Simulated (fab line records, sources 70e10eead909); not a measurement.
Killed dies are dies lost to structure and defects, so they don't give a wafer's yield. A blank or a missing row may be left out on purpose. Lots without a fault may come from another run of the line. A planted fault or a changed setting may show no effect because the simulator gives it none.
A struck lot beside a sound one | flow nand_harc | 18 steps out of a route of 1159
Sound: wafers L754.2, L754.4, L754.5. Struck: wafers L749.1, L749.4, L749.5. The cause comes at the end.
At each step with rows: each side's tool, then ch and its chambers, then its first start. Under that, the readings that differ: sound wafers | struck wafers | difference of the means | sigmas: that difference in standard deviations of wafers without a fault.
alike: readings whose means differ by less than 2 such deviations, and words and numbers that are the same on both sides. not compared: withheld readings, readings that some wafer has no value for, bounds like >300 that may hide the same value, and numbers for which the record gives no deviation and whose values overlap.
The two part at a step that has a row with sigmas, a row that says differs or no value, or rows on one side only. Numbers that don't overlap but have no deviation are shown without sigmas and don't part them. A reading that every wafer of one side lacks parts them only if that side has two wafers or more.

NHARC_P_ZERO_WELL_CD_MEAS_24: target cd 720 nm.
  sound on cd_sem-01 ch 0, day 4 20:35; struck on cd_sem-01 ch 0, day 3 14:27
  alike: cd_nm
then, 1 step without rows for these wafers: NHARC_P_ZERO_WELL_HARDBAKE_25 (time 80 s).
NHARC_P_ZERO_WELL_DESCUM_26: chemistry O2, time 3 s.
  sound on rie_diel-10 ch 0,2, day 4 20:45; struck on rie_diel-02 ch 0,3, day 3 14:38
  alike: drypump_motor_current_A, oes_product_au, rf_vpp_V, showerhead_plenum_p_Torr, throttle_valve_pct
  not compared: rf_hours_counter_h
then, 9 steps without rows for these wafers: NHARC_P_ZERO_WELL_IMPLANT_27; NHARC_P_ZERO_WELL_IMPLANT_57; NHARC_P_ZERO_WELL_IMPLANT_58; NHARC_P_ZERO_WELL_STRIP_28 (strips in SPM, time 840 s); NHARC_P_ZERO_WELL_DEHYDRATE_29 (time 120 s); NHARC_P_ZERO_WELL_HMDS_30 (time 30 s); NHARC_P_ZERO_WELL_COAT_31; NHARC_P_ZERO_WELL_SOFTBAKE_32 (time 95 s); NHARC_P_ZERO_WELL_EBR_33.
NHARC_P_ZERO_WELL_EXPOSE_34: exposes mask P PWELL, target cd 720 nm.
  sound on krf_scanner-04 ch 0, day 4 22:12; struck on krf_scanner-01 ch 0, day 3 15:57
  reading | sound                         | struck                                 | difference | sigmas
  mask    | P_PWELL#0 P_PWELL#0 P_PWELL#0 | P_PWELL_R1#0 P_PWELL_R1#0 P_PWELL_R1#0 | differs    |
then, 2 steps without rows for these wafers: NHARC_P_ZERO_WELL_PEB_35 (peb time 85 s); NHARC_P_ZERO_WELL_DEVELOP_36 (time 70 s).
NHARC_P_ZERO_WELL_CD_MEAS_37: target cd 720 nm.
  sound on cd_sem-01 ch 0, day 4 22:21; struck on cd_sem-02 ch 0, day 3 16:07
  reading    | sound             | struck            | difference | sigmas
  cd_nm (nm) | 722.2 722.0 722.1 | 787.3 786.7 788.3 | +65.3      | +36
then, 1 step without rows for these wafers: NHARC_P_ZERO_WELL_HARDBAKE_38 (time 80 s).
-- the record jumps here: 18 days lie between the struck wafers' starts before and after (it left off in module P_ZERO_WELL and takes up again in module END, whose first step shown is number 1159 of the route) --
NHARC_END_SORT_01:
  the record has rows for the struck wafers here (prober-02 ch 0, day 21 05:01) and none for the sound ones

WHERE THEY PART
First at NHARC_P_ZERO_WELL_EXPOSE_34; last, within this record, at NHARC_END_SORT_01.

WHY: what the simulator had put in
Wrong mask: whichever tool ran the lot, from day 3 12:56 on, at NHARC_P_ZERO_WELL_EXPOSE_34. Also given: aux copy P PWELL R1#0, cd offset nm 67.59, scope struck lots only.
